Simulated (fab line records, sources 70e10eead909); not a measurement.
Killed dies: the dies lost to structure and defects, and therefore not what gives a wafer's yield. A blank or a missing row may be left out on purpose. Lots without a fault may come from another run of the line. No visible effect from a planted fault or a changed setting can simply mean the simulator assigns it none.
fab line records    flow nand_harc    part 2 of 2: steps 27 to 34 of 34
[record] lots = 5  wafers = 15  last_day = 31
route steps=1302 shown P_GATE@122
lots that met no fault: from a run of the same line without faults
start_h: hours from the record's first day to the start of the lot's first wafer shown    wait_h: hours from the lot's prior step to this one    " identical to the entry in the row above    L1.1+2: one row covering several wafers at once    - no value present, or no start provided    * or withheld: withheld    < > ~ a bound
route shown NAME@n: NAME is a module with steps in the file, n the number in the route of the first one    usual: average and standard deviation across the fault-free wafers    same: alike in all rows    chamber/n: place in a boat    sites: each site's reading    _std_site: the standard deviation of these    _edge_site: inner sites' mean taken away from outer sites' mean    radius_mm: how far each site lies from the wafer's centre    mask NAME#n: copy n    behind: the tool/chamber that last shaped the wafer    hold: cause of the lot's hold/its duration in hours/its outcome    device: transistor that didn't switch, given as n, p or np    end of line: at the end of the route, the tests of the same wafers    a step with no rows: only its recipe    killed: not the wafer's yield, but the dies lost to structure and defects at the first sort    map: a wafer's dies, marking killed ones x, the rest . and places with no die _
set.NAME: the setting that was run; set.NAME@STEP: the one run at that earlier step    model.NAME: the simulator's own value behind a step, which no gauge read
certain route steps with their lots: each step a table, each wafer a row
services: from which hour (start_h, from the record's first day; less than 0 if before it) a tool's chamber was out of use, for how many hours, and why
[[steps]]
[step NHARC_P_GATE_ETCH_114]
[recipe] target_depth_a = 300  overetch_a = 30  time_s = 16.5  ion_energy_ev = 100  cf4_flow_sccm = 80  o2_flow_sccm = 20  ar_flow_sccm = 0  rf_w = 300  bias_w = 100  chemistry = CF4/O2
[usual] bias_w = 100.0/0.31  drypump_motor_current_A = 5.6/0.38  oes_ar_750_au = 1.000/0.0044  oes_f_703_au = 1.000/0.0042  oes_product_au = 0.998/0.0075  rf_vpp_V = 198.2/1.5  showerhead_plenum_p_Torr = 1.35/0.06  throttle_valve_pct = 13.397/0.0083
lot.wafer  tool         chamber  start_h  wait_h  bias_w  drypump_motor_current_A  oes_ar_750_au  oes_f_703_au  oes_product_au  rf_hours_counter_h  rf_vpp_V  showerhead_plenum_p_Torr  throttle_valve_pct
L078.2     rie_diel-07  0        -        -       99.9    5.2                      0.995          1.001         0.990           1.6                 197.6     1.35                      13.413
L078.3     "            1        "        "       99.5    5.4                      0.996          0.999         0.983           -                   199.8     1.40                      13.402
L078.4     "            0        "        "       100.1   5.2                      0.997          1.000         0.986           -                   198.0     1.35                      13.397
L079.4     rie_diel-03  2        -        -       100.0   5.3                      1.005          1.000         0.998           2.8                 198.3     1.39                      13.401
L079.3     "            3        "        "       100.2   6.3                      1.011          0.997         1.003           2.4                 198.8     1.36                      13.402
L079.5     "            0        "        "       99.8    5.0                      1.002          0.998         1.009           -                   198.2     1.36                      13.384
L082.3     rie_diel-03  2        -        -       99.9    5.3                      0.999          1.005         1.008           3.1                 199.1     1.39                      13.396
L082.5     "            3        "        "       100.3   6.2                      1.004          0.998         0.995           -                   196.3     1.36                      13.386
L082.6     "            0        "        "       100.4   4.9                      1.001          1.002         1.006           -                   198.3     1.36                      13.396
L090.2     rie_diel-03  1        -        -       99.8    5.7                      1.001          0.997         0.994           7.4                 195.9     1.24                      13.396
L090.1     "            0        "        "       99.9    4.9                      1.004          0.995         0.995           5.6                 196.9     1.36                      13.403
L090.6     "            1        "        "       100.0   5.8                      0.997          1.000         0.990           -                   196.3     1.24                      13.389
L091.2     rie_diel-03  1        -        -       100.0   5.7                      1.011          0.999         0.993           8.9                 195.5     1.24                      13.404
L091.1     "            2        "        "       99.8    5.3                      1.000          1.001         0.997           9.5                 199.1     1.39                      13.405
L091.4     "            0        "        "       100.2   5.0                      1.000          1.003         0.992           7.1                 197.8     1.36                      13.388
[step NHARC_P_GATE_ETCH_32]
[recipe] target_depth_a = 1500  over_etch_frac = 1  over_etch_ion_energy_ev = 40  time_s = 100.1  hbr_flow_sccm = 150  cl2_flow_sccm = 50  rf_w = 400  icp_w = 400  bias_w = 100  chemistry = HBr/Cl2
[usual] bias_w = 100.02/0.3  drypump_motor_current_A = 5.9/0.52  oes_product_au = 1.001/0.0069  throttle_valve_pct = 26.405/0.0082
lot.wafer  tool       chamber  start_h  wait_h  bias_w  drypump_motor_current_A  oes_product_au  rf_hours_counter_h  throttle_valve_pct
L078.2     rie_si-06  3        140.37   -       99.83   5.0                      0.993           0.4                 26.413
L078.3     "          1        "        "       100.71  5.5                      0.995           0.2                 26.403
L078.4     "          2        "        "       99.91   6.6                      1.006           0.4                 26.398
L079.4     rie_si-04  3        150.93   -       99.62   6.5                      1.023           0.9                 26.414
L079.3     "          0        "        "       100.56  5.8                      1.009           0.8                 26.403
L079.5     "          2        "        "       99.72   5.4                      1.002           -                   26.404
L082.3     rie_si-01  3        180.47   -       99.35   6.6                      1.008           1.0                 26.421
L082.6     "          2        "        "       100.12  6.1                      0.989           -                   26.405
L082.5     "          3        "        "       99.74   6.6                      1.008           -                   26.403
L090.1     rie_si-06  2        264.84   -       99.51   6.6                      0.994           0.0                 26.391
L090.2     "          0        "        "       100.20  6.3                      1.007           0.0                 26.399
L090.6     "          2        "        "       100.10  6.6                      1.006           -                   26.409
L091.2     rie_si-04  2        273.61   -       100.42  5.4                      0.998           0.6                 26.412
L091.1     "          3        "        "       100.18  6.5                      1.002           0.6                 26.394
L091.4     "          0        "        "       100.06  5.9                      1.004           0.6                 26.405
[step NHARC_P_GATE_STRIP_108]
[recipe] o2_flow_sccm = 500  ar_flow_sccm = 0  bias_w = 0  chemistry = O2
[usual] drypump_motor_current_A = 5.6/0.38  oes_product_au = 0.998/0.0078  rf_vpp_V = 57.9/0.91  showerhead_plenum_p_Torr = 3.58/0.15  throttle_valve_pct = 17.036/0.0089
[same] bias_w = 0
lot.wafer  tool         chamber  start_h  wait_h  drypump_motor_current_A  oes_product_au  rf_hours_counter_h  rf_vpp_V  showerhead_plenum_p_Torr  throttle_valve_pct
L078.2     rie_diel-12  3        140.53   -       6.0                      0.997           1                   58.5      3.63                      17.030
L078.4     "            0        "        "       6.0                      0.992           1                   56.4      3.36                      17.056
L078.3     "            1        "        "       5.3                      0.996           2                   56.5      3.36                      17.035
L079.3     rie_diel-12  0        151.09   -       6.0                      0.992           3                   58.5      3.36                      17.032
L079.4     "            1        "        "       5.2                      1.002           4                   58.2      3.36                      17.026
L079.5     "            3        "        "       5.9                      1.003           -                   58.6      3.62                      17.032
L082.3     rie_diel-12  3        180.65   -       6.0                      1.000           4                   58.2      3.62                      17.025
L082.5     "            1        "        "       5.2                      1.007           -                   58.4      3.36                      17.037
L082.6     "            2        "        "       5.5                      0.999           -                   58.8      3.72                      17.030
L090.1     rie_diel-07  1        264.99   -       5.4                      1.000           8                   58.2      3.70                      17.039
L090.2     "            2        "        "       5.7                      0.997           8                   57.2      3.77                      17.044
L090.6     "            2        "        "       5.7                      0.993           -                   59.3      3.77                      17.040
L091.2     rie_diel-03  1        273.77   -       5.8                      0.982           9                   56.4      3.30                      17.029
L091.1     "            2        "        "       5.3                      0.996           10                  59.0      3.66                      17.047
L091.4     "            3        "        "       6.3                      0.996           9                   57.8      3.59                      17.043
[step NHARC_P_GATE_CD_MEAS_33]
[usual] cd_nm = 120.3/1.6
lot.wafer  tool       chamber  start_h  wait_h  cd_nm
L078.2     cd_sem-03  -        140.70   -       119.7
L078.3     "          -        "        "       120.2
L078.4     "          -        "        "       120.0
L079.3     cd_sem-03  -        151.24   -       120.2
L079.4     "          -        "        "       120.9
L079.5     "          -        "        "       121.5
L082.3     cd_sem-03  -        180.80   -       119.9
L082.5     "          -        "        "       118.0
L082.6     "          -        "        "       118.6
L090.1     cd_sem-02  -        265.16   -       120.9
L090.2     "          -        "        "       120.7
L090.6     "          -        "        "       121.5
L091.1     cd_sem-03  -        273.93   -       117.6
L091.2     "          -        "        "       118.6
L091.4     "          -        "        "       120.3
[step NHARC_P_GATE_STRIP_35]
[recipe] time_s = 600  temp_c = 130  chemistry = SPM
[usual] bath_guard_temp_C = 130.1/0.5
lot.wafer  tool          chamber  start_h  wait_h  bath_guard_temp_C
L078.4     wet_bench-09  0        140.78   0.1     130.6
L078.2     "             1        "        "       130.3
L078.3     "             2        "        "       129.9
L079.4     wet_bench-03  7        151.32   0.1     129.5
L079.5     "             3        "        "       130.3
L079.3     "             4        "        "       130.2
L082.5     wet_bench-03  7        180.88   0.1     129.8
L082.6     "             2        "        "       130.2
L082.3     "             3        "        "       130.2
L090.2     wet_bench-09  5        265.25   0.1     128.9
L090.1     "             7        "        "       129.3
L090.6     "             0        "        "       130.8
L091.4     wet_bench-05  0        274.01   0.1     129.7
L091.2     "             3        "        "       130.7
L091.1     "             5        "        "       130.7
[step NHARC_P_GATE_PRECLEAN_73]
[recipe] time_s = *  temp_c = 50  bath_age_min = 0  chemistry = SC1
[usual] bath_guard_temp_C = 50.1/0.5  diw_flow_mL_min = 1415/4.3
lot.wafer  tool          chamber  start_h  wait_h  bath_guard_temp_C  diw_flow_mL_min
L078.4     wet_bench-09  0        -        -       50.9               1418
L078.2     "             1        "        "       50.1               1414
L078.3     "             2        "        "       50.2               1410
L079.4     wet_bench-03  7        -        -       49.7               1417
L079.5     "             3        "        "       50.1               1427
L079.3     "             4        "        "       50.3               1405
L082.5     wet_bench-03  7        -        -       49.5               1413
L082.6     "             2        "        "       50.4               1417
L082.3     "             3        "        "       49.8               1412
L090.2     wet_bench-09  5        -        -       49.2               1418
L090.1     "             7        "        "       49.2               1414
L090.6     "             0        "        "       51.0               1415
L091.4     wet_bench-05  0        -        -       49.8               1411
L091.2     "             3        "        "       50.8               1411
L091.1     "             5        "        "       51.0               1416
[step NHARC_P_GATE_SRD_74]
lot.wafer   tool          chamber  start_h  wait_h
L078.4+2+3  wet_bench-09  0,1,2    -        -
L079.4+5+3  wet_bench-03  7,3,4    -        -
L082.5+6+3  wet_bench-03  7,2,3    -        -
L090.2+1+6  wet_bench-09  5,7,0    -        -
L091.4+2+1  wet_bench-05  0,3,5    -        -
[step NHARC_P_GATE_ALD_36]
[recipe] target_thk_a = 200  pulse_time_s = 60  ald_cycles = 223  temp_c = 400  material = SiNx
[usual] heater_power_w = 850/82  precursor_pulse_height_rel = 0.999/0.019
lot.wafer  tool        chamber  start_h  wait_h  heater_power_w  precursor_pulse_height_rel  since_wet_clean_h
L078.3     ald_sin-02  3        141.16   -       895             0.979                       13
L078.2     "           0        142.22   -       755             1.004                       14
L078.4     "           1        143.28   -       914             1.030                       15
L079.3     ald_sin-03  0        151.69   -       921             1.014                       152
L079.4     "           3        154.89   -       808             0.971                       155
L079.5     "           0        155.96   -       918             1.008                       -
L082.3     ald_sin-03  0        181.25   -       842             0.977                       3
L082.5     "           0        185.42   -       885             1.000                       -
L082.6     "           1        186.47   -       942             0.984                       -
L090.1     ald_sin-02  1        266.65   -       905             1.011                       138
L090.2     "           3        268.71   -       885             1.019                       140
L090.6     "           0        269.74   -       774             1.001                       -
L091.1     ald_sin-03  1        275.80   -       938             0.999                       98
L091.2     "           2        277.21   -       838             0.972                       99
L091.4     "           2        281.46   -       831             0.992                       -
[[services]]
tool            chamber  start_h  hours  kind
pecvd-04        1        99.48    12.7   repair
rie_diel-03     -        104.30   9.0    pm
rie_diel-12     -        114.67   1.5    repair
rie_diel-07     -        117.20   9.0    pm
rie_diel-07     3        128.44   15.7   repair
rie_diel-07     2        135.98   10.6   repair
litho_track-01  -        155.00   7.0    pm
rie_diel-03     2        159.24   7.9    repair
wet_bench-09    -        176.80   8.0    pm
litho_track-06  -        179.00   7.0    pm
pecvd-04        -        198.56   10.6   repair
litho_track-04  -        203.00   7.0    pm
lpcvd_poly-02   -        206.00   26.0   pm
wet_bench-03    -        210.45   8.0    pm
rie_diel-03     3        224.14   8.0    repair
rie_diel-12     0        226.33   6.4    repair
wet_bench-05    -        234.97   3.4    repair
pecvd-04        -        244.96   1.6    repair
rie_diel-03     1        252.92   2.5    repair
wet_bench-05    -        260.86   8.0    pm
rie_diel-12     0        266.80   9.4    repair
rie_diel-12     -        268.45   9.0    pm
rie_diel-07     3        270.95   13.2   repair
rie_diel-03     -        281.30   9.0    pm
